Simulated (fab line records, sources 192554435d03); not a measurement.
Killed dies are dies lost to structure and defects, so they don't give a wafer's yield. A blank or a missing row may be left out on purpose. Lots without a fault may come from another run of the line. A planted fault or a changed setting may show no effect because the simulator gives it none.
fab line records | flow n5_finfet
record lots=8 wafers=24 last_day=20
route steps=1938 shown PMOS_HMC_CHANNEL_EPI@89 FIN_SAQP@97 BEOL_M4@1111 PASSIVATION@1936
lots that met no fault: from a run of the same line without faults
start_h: hours from the record's first day to the start of the lot's first wafer shown | wait_h: hours since the lot's step before | " the same as in the row above | L1.1+2: a row that stands for several wafers | - no value, or no start given | * or withheld: withheld | < > ~ a bound
route shown NAME@n: a module of which the file shows steps, and the number in the route of the first | usual: mean/standard deviation of fault-free wafers | same: alike in all rows | chamber/n: place in a boat | sites: the reading at each site | _std_site: their standard deviation | _edge_site: outer sites' mean less inner sites' | radius_mm: how far each site lies from the wafer's centre | mask NAME#n: copy n | behind: the tool/chamber that last shaped the wafer | hold: why the lot was held/for how many hours/how that ended | device: the transistor (n, p or np) that didn't switch | end of line: the same wafers' tests at the end of the route | a step without rows: its recipe alone | killed: dies lost to structure and defects at the first sort, not the wafer's yield | map: a wafer's dies, x killed, . not, _ none there
set.NAME: the setting as run; set.NAME@STEP: as run at that earlier step | model.NAME: the simulator's own value behind a step, which no gauge read
steps of the route over a sample of lots; a table a step, a row a wafer
services: from which hour (start_h, from the record's first day; less than 0 if before it) a tool's chamber was out of use, for how many hours, and why
## steps
# step N5_PMOS_HMC_CHANNEL_EPI_INSPECT_30
# recipe inspect_instrument=darkfield mode=post_epi
# usual raw_defect_count=20/7.1
# columns lot.wafer tool chamber start_h wait_h raw_defect_count
L386.3 defect_inspect-01 - 19.92 0.0 15
L386.4 " - " " 15
L386.6 " - " " 12
L388.1 defect_inspect-01 - 32.40 0.0 10
L388.4 " - " " 31
L388.6 " - " " 18
L397.1 defect_inspect-02 - 85.99 0.0 21
L397.2 " - " " 10
L397.3 " - " " 26
L398.3 defect_inspect-02 - 92.21 0.0 15
L398.4 " - " " 22
L398.5 " - " " 16
L399.2 defect_inspect-02 - 98.28 0.0 25
L399.3 " - " " 19
L399.5 " - " " 18
L402.2 defect_inspect-01 - 116.42 0.0 9
L402.4 " - " " 23
L402.5 " - " " 8
L406.2 defect_inspect-01 - 144.67 0.0 23
L406.3 " - " " 14
L406.4 " - " " 23
L409.1 defect_inspect-01 - 159.13 0.0 21
L409.2 " - " " 13
L409.4 " - " " 19
# step N5_FIN_SAQP_THK_MEAS_05
# usual thk_nm=38.2/0.56
# columns lot.wafer tool chamber start_h wait_h thk_nm
L386.3 film_metro-02 - 20.55 0.1 38.2
L386.4 " - " " 38.7
L386.6 " - " " 38.5
L388.1 film_metro-02 - 33.15 0.1 38.0
L388.4 " - " " 39.1
L388.6 " - " " 38.6
L397.1 film_metro-02 - 87.65 0.1 37.7
L397.2 " - " " 38.0
L397.3 " - " " 37.5
L398.3 film_metro-01 - 92.93 0.1 38.8
L398.4 " - " " 38.9
L398.5 " - " " 38.9
L399.2 film_metro-01 - 99.73 0.1 38.1
L399.3 " - " " 37.5
L399.5 " - " " 38.4
L402.2 film_metro-01 - 117.07 0.1 38.4
L402.4 " - " " 38.0
L402.5 " - " " 38.7
L406.2 film_metro-02 - 145.34 0.1 38.1
L406.3 " - " " 38.5
L406.4 " - " " 39.1
L409.1 film_metro-02 - 159.82 0.1 37.9
L409.2 " - " " 37.1
L409.4 " - " " 38.4
# step N5_FIN_SAQP_ETCH_51
# recipe chemistry=CF4 target=SiARC target_depth_a=455 mask_material=CAR-ArF time_s=75.8 ion_energy_ev=80 pressure_mtorr=40 source_w=545 bias_w=36 Ar_flow_sccm=100 cf4_flow_sccm=100 ends=cleared
# usual bias_w=36.01/0.1 cf4_flow_sccm=100.0/0.34 drypump_motor_current_A=5.6/0.52 etch_rf_on_time_s=76.6/2 oes_product_au=0.67/0.071 rf_vpp_V=184.1/0.99 showerhead_plenum_p_Torr=2.15/0.044 throttle_valve_pct=15.45/0.2
# columns lot.wafer tool chamber start_h wait_h bias_w cf4_flow_sccm drypump_motor_current_A etch_rf_on_time_s oes_product_au rf_hours_counter_h rf_vpp_V showerhead_plenum_p_Torr throttle_valve_pct
L386.3 rie_diel-05 3 21.27 0.0 36.03 100.2 5.3 78.7 0.57 225 184.0 2.12 15.76
L386.4 " 2 " " 36.10 100.5 5.4 73.8 0.69 - 185.1 2.17 15.27
L386.6 " 3 " " 36.02 100.1 5.3 77.7 0.57 - 183.9 2.12 15.77
L388.1 rie_diel-04 3 34.20 0.0 36.09 100.4 6.5 74.9 0.65 163 184.4 2.21 15.40
L388.4 " 3 " " 36.05 100.3 6.5 75.4 0.65 - 184.3 2.22 15.39
L388.6 " 1 " " 35.98 99.7 6.4 78.1 0.57 - 185.2 2.19 15.98
L397.1 rie_diel-04 1 88.50 0.0 - - - - - - - - -
L397.2 " 0 " " - - - - - - - - -
L397.3 " 2 " " - - - - - - - - -
L398.3 rie_diel-04 3 93.85 0.0 - - - - - - - - -
L398.4 " 2 " " - - - - - - - - -
L398.5 " 3 " " - - - - - - - - -
L399.2 rie_diel-05 2 100.55 0.0 - - - - - - - - -
L399.3 " 0 " " - - - - - - - - -
L399.5 " 1 " " - - - - - - - - -
L402.2 rie_diel-05 1 117.80 0.0 36.01 100.0 6.4 77.6 0.76 17 182.7 2.12 15.23
L402.4 " 1 " " 35.96 100.0 6.4 78.9 0.76 - 183.7 2.12 15.22
L402.5 " 0 " " 35.93 100.0 5.3 78.2 0.68 - 183.2 2.17 15.50
L406.2 rie_diel-05 3 146.23 0.0 36.13 99.3 5.2 77.5 0.83 7 184.5 2.11 15.32
L406.3 " 1 " " 36.12 100.4 6.4 77.4 0.75 24 184.3 2.11 15.26
L406.4 " 0 " " 36.07 100.1 5.3 77.2 0.68 92 185.6 2.17 15.52
L409.1 rie_diel-04 0 160.55 0.0 36.02 100.0 5.7 77.1 0.59 219 183.7 2.13 15.63
L409.2 " 2 " " 35.74 100.1 4.9 82.7 0.61 135 185.4 2.14 15.21
L409.4 " 1 " " 36.07 99.8 6.4 75.4 0.77 26 184.3 2.18 15.53
# step N5_FIN_SAQP_ETCH_52
# recipe chemistry=N2/H2 target=SOC target_depth_a=1000 overetch_a=200 mask_material=SiARC temp_c=40 time_s=150 ion_energy_ev=200 pressure_mtorr=30 source_w=840 bias_w=150 n2_flow_sccm=200 h2_flow_sccm=200 ends=end_point
# usual bias_w=150.0/0.45 chamber_pressure_mTorr=30.00/0.032 drypump_motor_current_A=5.6/0.53 oes_product_au=0.70/0.073 rf_vpp_V=524.0/2 showerhead_plenum_p_Torr=2.55/0.068 throttle_valve_pct=17.62/0.24
# columns lot.wafer tool chamber start_h wait_h bias_w chamber_pressure_mTorr drypump_motor_current_A oes_product_au rf_hours_counter_h rf_vpp_V showerhead_plenum_p_Torr throttle_valve_pct
L386.3 rie_diel-05 3 21.32 0.0 150.3 30.02 5.2 0.61 225 522.8 2.51 17.96
L386.4 " 2 " " 149.8 29.96 5.4 0.71 - 525.3 2.55 17.36
L386.6 " 3 " " 149.8 30.03 5.2 0.61 - 523.6 2.51 17.97
L388.1 rie_diel-04 3 34.26 0.0 150.2 30.02 6.6 0.67 163 526.0 2.63 17.50
L388.4 " 3 " " 150.5 30.01 6.5 0.67 - 527.0 2.63 17.50
L388.6 " 1 " " 149.6 30.01 6.4 0.60 - 526.4 2.62 18.32
L397.1 rie_diel-04 1 88.55 0.0 150.0 30.02 6.4 0.35 9 525.7 2.62 17.82
L397.2 " 0 " " 149.6 29.97 5.7 0.26 205 523.3 2.49 17.46
L397.3 " 2 " " 151.0 30.02 4.9 0.29 116 525.4 2.57 17.36
L398.3 rie_diel-04 3 93.91 0.0 150.5 29.99 6.5 0.27 185 527.0 2.62 17.48
L398.4 " 2 " " 150.0 29.97 4.9 0.29 117 522.9 2.56 17.34
L398.5 " 3 " " 150.7 29.98 6.5 0.27 - 525.7 2.62 17.47
L399.2 rie_diel-05 2 100.61 0.0 151.0 29.99 5.4 0.29 116 525.0 2.55 17.32
L399.3 " 0 " " 150.4 29.97 5.2 0.31 82 525.2 2.57 17.48
L399.5 " 1 " " 149.8 30.01 6.4 0.35 - 522.2 2.50 17.32
L402.2 rie_diel-05 1 117.85 0.0 149.4 29.98 6.4 0.82 17 521.5 2.50 17.39
L402.4 " 1 " " 150.2 30.04 6.4 0.81 - 522.5 2.50 17.40
L402.5 " 0 " " 149.1 30.03 5.2 0.72 - 524.7 2.56 17.56
L406.2 rie_diel-05 3 146.28 0.0 149.6 30.00 5.3 0.87 7 522.9 2.49 17.55
L406.3 " 1 " " 150.4 29.96 6.4 0.80 24 522.9 2.50 17.41
L406.4 " 0 " " 149.9 30.01 5.2 0.72 92 523.2 2.56 17.57
L409.1 rie_diel-04 0 160.61 0.0 149.7 30.00 5.7 0.62 219 524.1 2.49 17.54
L409.2 " 2 " " 150.3 29.97 4.9 0.69 135 525.0 2.56 17.45
L409.4 " 1 " " 150.4 29.99 6.4 0.79 26 525.5 2.61 17.89
# step N5_FIN_SAQP_CD_MEAS_27
# recipe target_cd_nm=20 landing_energy_ev=1000 detector=se_inlens polarity=line
# usual cd_nm=20.31/0.26
# columns lot.wafer tool chamber start_h wait_h cd_nm
L386.3 cd_sem-03 0 24.16 0.1 20.22
L386.4 " 0 " " 20.35
L386.6 " 0 " " 20.17
L388.1 cd_sem-03 0 36.22 0.1 20.73
L388.4 " 0 " " 20.30
L388.6 " 0 " " 20.06
L397.1 cd_sem-01 0 90.69 0.1 -
L397.2 " 0 " " -
L397.3 " 0 " " -
L398.3 cd_sem-03 0 96.15 0.1 -
L398.4 " 0 " " -
L398.5 " 0 " " -
L399.2 cd_sem-01 0 102.52 0.1 -
L399.3 " 0 " " -
L399.5 " 0 " " -
L402.2 cd_sem-01 0 119.77 0.1 20.67
L402.4 " 0 " " 20.29
L402.5 " 0 " " 20.49
L406.2 cd_sem-01 0 148.33 0.1 19.81
L406.3 " 0 " " 20.04
L406.4 " 0 " " 19.78
L409.1 cd_sem-01 0 162.99 0.1 20.23
L409.2 " 0 " " 19.95
L409.4 " 0 " " 20.25
# step N5_FIN_SAQP_ETCH_57
# recipe chemistry=CH3F/O2 target=SiNx mask_material=SiO2 target_depth_a=325 time_s=46.4 pressure_mtorr=30 source_w=395 bias_w=73 Ar_flow_sccm=150 CH3F_flow_sccm=30 O2_flow_sccm=20 ion_energy_ev=120 ends=cleared
# usual CH3F_flow_sccm=29.98/0.095 O2_flow_sccm=20.01/0.07 drypump_motor_current_A=5.6/0.58 etch_rf_on_time_s=46.4/1.1 oes_o_777_au=0.77/0.081 oes_product_au=0.66/0.069 rf_vpp_V=299/9.3 showerhead_plenum_p_Torr=2.02/0.047 throttle_valve_pct=16.19/0.2
# columns lot.wafer tool chamber start_h wait_h CH3F_flow_sccm O2_flow_sccm drypump_motor_current_A etch_rf_on_time_s oes_o_777_au oes_product_au rf_hours_counter_h rf_vpp_V showerhead_plenum_p_Torr throttle_valve_pct
L386.3 rie_diel-04 2 24.21 0.0 30.10 20.08 4.9 47.2 0.74 0.67 90 308 2.03 15.90
L386.4 " 0 " " 30.18 20.02 5.7 47.0 0.71 0.61 187 301 2.01 16.33
L386.6 " 0 " " 30.06 19.94 5.8 46.0 0.71 0.61 - 302 2.01 16.34
L388.1 rie_diel-05 0 36.38 0.1 29.84 19.95 5.3 46.4 0.80 0.71 66 299 2.03 16.16
L388.4 " 3 " " 29.89 20.06 5.3 47.2 0.65 0.57 - 307 1.97 16.45
L388.6 " 3 " " 29.93 20.00 5.3 47.7 0.66 0.57 - 307 1.97 16.45
L397.1 rie_diel-01 3 90.74 0.0 29.81 19.96 5.6 44.9 0.93 0.76 34 288 1.95 15.87
L397.2 " 0 " " 30.11 19.88 5.5 44.7 0.71 0.64 166 306 2.01 16.45
L397.3 " 2 " " 30.00 19.95 5.3 44.7 0.75 0.61 209 297 1.92 16.28
L398.3 rie_diel-01 2 96.19 0.0 30.08 20.12 5.2 46.8 0.75 0.61 210 297 1.92 16.26
L398.4 " 1 " " 30.14 19.93 5.1 46.3 0.77 0.65 139 301 2.09 16.26
L398.5 " 1 " " 30.20 19.93 5.1 46.0 0.77 0.65 - 302 2.10 16.27
L399.2 rie_diel-04 2 102.57 0.0 30.13 20.09 4.9 47.1 0.72 0.65 119 307 2.02 15.96
L399.3 " 3 " " 30.06 19.93 6.5 46.7 0.76 0.63 186 283 2.06 16.10
L399.5 " 3 " " 30.06 19.95 6.6 48.2 0.75 0.62 - 284 2.06 16.11
L402.2 rie_diel-04 1 119.81 0.0 29.88 19.99 6.3 43.9 0.89 0.79 15 309 2.05 16.29
L402.4 " 3 " " 29.89 19.96 6.5 46.0 0.75 0.62 191 283 2.06 16.12
L402.5 " 0 " " 29.98 19.99 5.8 46.8 0.70 0.60 - 300 2.00 16.38
L406.2 rie_diel-04 3 148.37 0.0 29.86 20.14 6.6 47.4 0.74 0.61 199 283 2.05 16.13
L406.3 " 2 " " 29.98 20.00 4.9 48.8 0.70 0.64 132 309 2.01 16.00
L406.4 " 1 " " 30.04 19.99 6.3 44.8 0.87 0.78 23 311 2.05 16.32
L409.1 rie_diel-04 2 163.04 0.0 29.87 20.00 4.9 48.6 0.70 0.64 135 307 2.01 16.00
L409.2 " 3 " " 30.04 20.04 6.5 45.3 0.74 0.61 202 282 2.05 16.13
L409.4 " 0 " " 29.92 20.04 5.7 48.6 0.69 0.58 220 300 2.00 16.40
# step N5_BEOL_M4_RC_MEAS_101
# usual DIBL_N=37.1/2.6 DIBL_P=38/3 IOFF_N=0.18/0.052 IOFF_P=0.25/0.06 ION_N=678/15 ION_P=467/8.6 SS_N=71.7/0.73 SS_P=73.7/0.89 VT_N=249/4.3 VT_P=-248/3.8
# columns lot.wafer tool chamber start_h wait_h DIBL_N[mV/V] DIBL_P[mV/V] IOFF_N[nA/um] IOFF_P[nA/um] ION_N[uA/um] ION_P[uA/um] SS_N[mV/dec] SS_P[mV/dec] VT_N[mV] VT_P[mV]
L386.3 prober-01 0 231.10 0.3 33.4 34 0.13 0.20 648 455 72.0 72.2 254 -247
L386.4 " 0 " " 32.1 32 0.12 0.16 659 458 70.9 71.6 253 -252
L386.6 " 0 " " 32.3 33 0.10 0.17 648 454 70.4 71.5 260 -251
L388.1 prober-02 0 245.30 0.0 36.0 34 0.14 0.20 676 465 71.2 72.9 248 -250
L388.4 " 0 " " 36.3 36 0.17 0.24 692 472 71.6 73.4 244 -246
L388.6 " 0 " " 36.3 35 0.15 0.24 691 474 71.2 72.7 249 -248
L402.2 prober-01 0 342.59 0.2 38.9 39 0.21 0.29 685 470 72.4 73.9 247 -243
L402.4 " 0 " " 38.1 40 0.19 0.34 683 478 72.1 73.0 246 -242
L402.5 " 0 " " 40.2 41 0.25 0.35 692 478 72.4 74.0 243 -241
L406.2 prober-02 0 351.22 0.2 38.0 38 0.18 0.25 675 464 72.1 73.6 250 -248
L406.3 " 0 " " 33.1 34 0.10 0.17 655 458 70.9 73.0 258 -255
L406.4 " 0 " " 35.1 35 0.13 0.18 666 455 71.4 73.5 253 -253
L409.1 prober-02 0 375.35 0.0 39.7 42 0.26 0.32 694 474 72.8 75.2 241 -245
L409.2 " 0 " " 40.2 42 0.25 0.33 682 475 72.6 74.5 246 -245
L409.4 " 0 " " 38.0 39 0.22 0.26 681 466 72.4 74.2 245 -246
# step N5_PASSIVATION_PROBE_49
# usual defect_limited_yield=91.4/1.4 killed_at_M0_to_M3=34/9.1 killed_at_M4_up=14/5.2 killed_at_contacts=12/6.4 killed_at_front_end=38/11 killed_at_other=3.7/2.8 killed_dies=102/17 killed_on_rim=14/3.9 killed_open=68/13 killed_short=32/7.8 sort_bin_5_function=5.1/1 sort_bin_6_memory=3.2/0.66 sort_n_pass=1076/19 sort_yield_pct=91.2/1.6
# same gross_dies=1180 killed_at_back_side=0 sort_bin_4_leakage[%]=0 sort_bin_8_speed[%]=0
# columns lot.wafer tool chamber start_h wait_h defect_limited_yield[%] killed_at_M0_to_M3 killed_at_M4_up killed_at_contacts killed_at_front_end killed_at_other killed_dies killed_on_rim killed_open killed_short sort_bin_5_function[%] sort_bin_6_memory[%] sort_n_pass sort_yield_pct[%]
L388.4 prober-01 - 350.36 0.2 92.1 32 8 11 39 3 93 10 55 37 5.4 2.1 1087 92.1
L388.6 prober-01 - 350.46 0.3 94.1 26 5 5 31 3 70 10 42 25 3.6 2.2 1110 94.1
L397.1 prober-01 - 398.52 0.0 0 38 4 13 1121 4 1180 152 73 52 95.7 4.1 0 0
L397.2 prober-01 - 398.57 0.1 0 35 9 18 1117 1 1180 152 85 46 95.0 4.7 0 0
L397.3 prober-01 - 398.62 0.1 0 41 7 12 1119 1 1180 152 63 47 96.0 3.6 0 0
L398.3 prober-01 - 405.34 0.1 0 37 15 7 1120 1 1180 152 61 26 97.1 2.8 0 0
L398.4 prober-01 - 405.39 0.2 0 33 28 5 1112 2 1180 152 84 27 95.3 4.4 0 0
L398.5 prober-01 - 405.44 0.2 0 40 10 9 1119 2 1180 152 57 34 96.4 3.3 0 0
L399.2 prober-02 - 432.09 0.1 0 47 8 4 1119 2 1180 152 59 31 95.9 3.2 0 0
L399.3 prober-02 - 432.14 0.1 0 40 12 7 1113 8 1180 152 60 35 96.6 3.2 0 0
L399.5 prober-02 - 432.24 0.2 0 37 8 5 1122 8 1180 152 48 28 97.2 2.6 0 0
L406.4 prober-02 - 456.29 0.2 87.7 39 14 6 80 6 145 19 98 43 7.4 4.4 1035 87.7
# killed by level:class
L388.4 BEOL_M1:geometric_particle:open=13 GATE_CUT:geometric_particle:short=11 FIN_SAQP:geometric_particle:open=9 FIN_SAQP:geometric_particle:short=9 MOL_CONTACT_COAG:geometric_particle:open=8 BEOL_M0_SAQP:geometric_particle:short=7 BEOL_M0_SAQP:geometric_particle:open=6 GATE_CUT:geometric_particle:open=4
L388.6 GATE_CUT:geometric_particle:short=8 BEOL_M0_SAQP:geometric_particle:open=6 FIN_SAQP:geometric_particle:short=5 BEOL_M0_SAQP:geometric_particle:short=5 STI_FIN_REVEAL:geometric_particle:open=4 MOL_CONTACT_COAG:geometric_particle:open=4 BEOL_M1:geometric_particle:open=4 BEOL_M2:geometric_particle:open=4
L397.1 FIN_SAQP:area_etch=1054 FIN_SAQP:geometric_particle:short=19 FIN_SAQP:geometric_particle:open=14 BEOL_M0_SAQP:geometric_particle:open=13 MOL_CONTACT_COAG:geometric_particle:open=9 BEOL_M0_SAQP:geometric_particle:short=9 STI_FIN_REVEAL:geometric_particle:open=7 STI_FIN_REVEAL:geometric_particle:short=5
L397.2 FIN_SAQP:area_etch=1048 FIN_SAQP:geometric_particle:open=21 STI_FIN_REVEAL:geometric_particle:open=16 MOL_CONTACT_COAG:geometric_particle:open=13 FIN_SAQP:geometric_particle:short=9 BEOL_M3:geometric_particle:open=6 BEOL_M0:geometric_particle:short=6 BEOL_M0_SAQP:geometric_particle:short=6
L397.3 FIN_SAQP:area_etch=1068 BEOL_M0_SAQP:geometric_particle:short=19 BEOL_M0_SAQP:geometric_particle:open=13 STI_FIN_REVEAL:geometric_particle:open=12 MOL_CONTACT_COAG:geometric_particle:open=11 FIN_SAQP:geometric_particle:open=9 FIN_SAQP:geometric_particle:short=8 GATE_CUT:geometric_particle:short=7
L398.3 FIN_SAQP:area_etch=1092 BEOL_M0_SAQP:geometric_particle:open=12 BEOL_M4:geometric_particle:open=9 FIN_SAQP:geometric_particle:open=8 BEOL_M1:geometric_particle:open=8 BEOL_M0_SAQP:geometric_particle:short=6 GATE_CUT:geometric_particle:short=5 MOL_CONTACT_COAG:geometric_particle:open=4
L398.4 FIN_SAQP:area_etch=1064 BEOL_M4:geometric_particle:open=15 BEOL_M0_SAQP:geometric_particle:open=10 DUMMY_GATE:geometric_particle:open=9 FIN_SAQP:geometric_particle:open=8 BEOL_M2:geometric_particle:open=7 STARTING-WAFER:geometric_particle:open=6 FIN_SAQP:geometric_particle:short=5
L398.5 FIN_SAQP:area_etch=1087 BEOL_M0_SAQP:geometric_particle:open=10 BEOL_M2:geometric_particle:open=9 BEOL_M0_SAQP:geometric_particle:short=8 MOL_CONTACT_COAG:geometric_particle:open=8 BEOL_M1:geometric_particle:open=7 FIN_SAQP:geometric_particle:open=5 GATE_CUT:geometric_particle:short=4
L399.2 FIN_SAQP:area_etch=1089 BEOL_M0_SAQP:geometric_particle:open=19 BEOL_M2:geometric_particle:open=9 STI_FIN_REVEAL:geometric_particle:short=8 BEOL_M0_SAQP:geometric_particle:short=8 DUMMY_GATE:geometric_particle:open=6 STI_FIN_REVEAL:geometric_particle:open=5 BEOL_M3:geometric_particle:open=5
L399.3 FIN_SAQP:area_etch=1080 FIN_SAQP:geometric_particle:short=14 BEOL_M2:geometric_particle:open=14 BEOL_M0_SAQP:geometric_particle:open=9 GATE_CUT:geometric_particle:short=7 MOL_CONTACT_COAG:geometric_particle:open=7 BEOL_M0_SAQP:geometric_particle:short=5 BEOL_M1:geometric_particle:open=5
L399.5 FIN_SAQP:area_etch=1099 BEOL_M0_SAQP:geometric_particle:short=11 BEOL_M2:geometric_particle:open=9 BEOL_M0_SAQP:geometric_particle:open=9 DUMMY_GATE:geometric_particle:open=5 MOL_CONTACT_COAG:geometric_particle:open=4 FIN_SAQP:geometric_particle:short=3 STI_FIN_REVEAL:geometric_particle:short=3
L406.4 FIN_SAQP:geometric_particle:open=28 FIN_SAQP:geometric_particle:short=15 BEOL_M2:geometric_particle:open=15 STI_FIN_REVEAL:geometric_particle:open=12 BEOL_M0:geometric_particle:open=6 BEOL_M3:geometric_particle:open=6 GATE_CUT:geometric_particle:short=4 MOL_CONTACT_COAG:geometric_particle:open=4
## services
# columns tool chamber start_h hours kind
rie_diel-04 - -2.11 13.1 repair
rie_diel-05 1 2.78 - clean
rie_diel-05 1 2.78 - consumable_replace:focus_ring
rie_diel-05 1 2.78 27.2 scheduled_down
rie_diel-05 1 2.78 27.2 vent_cycle
rie_diel-05 2 27.33 21.1 repair
rie_diel-05 1 30.14 9.1 repair
rie_diel-04 1 39.67 - clean
rie_diel-04 1 39.67 - consumable_replace:focus_ring
rie_diel-04 1 39.67 17.4 scheduled_down
rie_diel-04 1 39.67 17.4 vent_cycle
rie_diel-05 - 48.53 14.6 pm
rie_diel-05 3 105.73 - clean
rie_diel-05 3 105.73 - consumable_replace:focus_ring
rie_diel-05 3 105.73 15.2 scheduled_down
rie_diel-05 3 105.73 15.2 vent_cycle
rie_diel-01 1 110.94 3.2 repair
rie_diel-01 - 123.84 1.0 repair
rie_diel-04 0 130.04 8.7 repair
rie_diel-01 - 147.93 0.5 repair
## key
first_sign step=N5_FIN_SAQP_ETCH_51 reading=tool_record direction=missing
effect step=N5_FIN_SAQP_ETCH_52 reading=oes_product_au direction=down sigmas=5.5 usual=0.70 struck=0.30
effect step=N5_FIN_SAQP_CD_MEAS_27 reading=cd_nm direction=missing
effect step=N5_PASSIVATION_PROBE_49 reading=killed_at_front_end direction=up sigmas=94 usual=38 struck=1118
more_kills_born_at N5_FIN_SAQP_ETCH_51@rie_diel-04=6413 N5_FIN_SAQP_ETCH_51@rie_diel-05=3268
met_at N5_FIN_SAQP_ETCH_51
struck_lots L397,L398,L399
later_rows_left_out L397.1,L397.2,L397.3,L398.3,L398.4,L398.5,L399.2,L399.3,L399.5
not_acting_at N5_PMOS_HMC_CHANNEL_EPI_INSPECT_30,N5_FIN_SAQP_THK_MEAS_05,N5_FIN_SAQP_ETCH_57
onset_between 34.20 88.50
fault kind=skipped_step_whole tool=rie_diel-04,rie_diel-05 chamber=- onset_h=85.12 steps=N5_FIN_SAQP_ETCH_51 scope=struck_lots_only
# later_rows_left_out: the simulator's readings of these wafers behind a module that went badly wrong aren't trusted and aren't shown, but for the sort
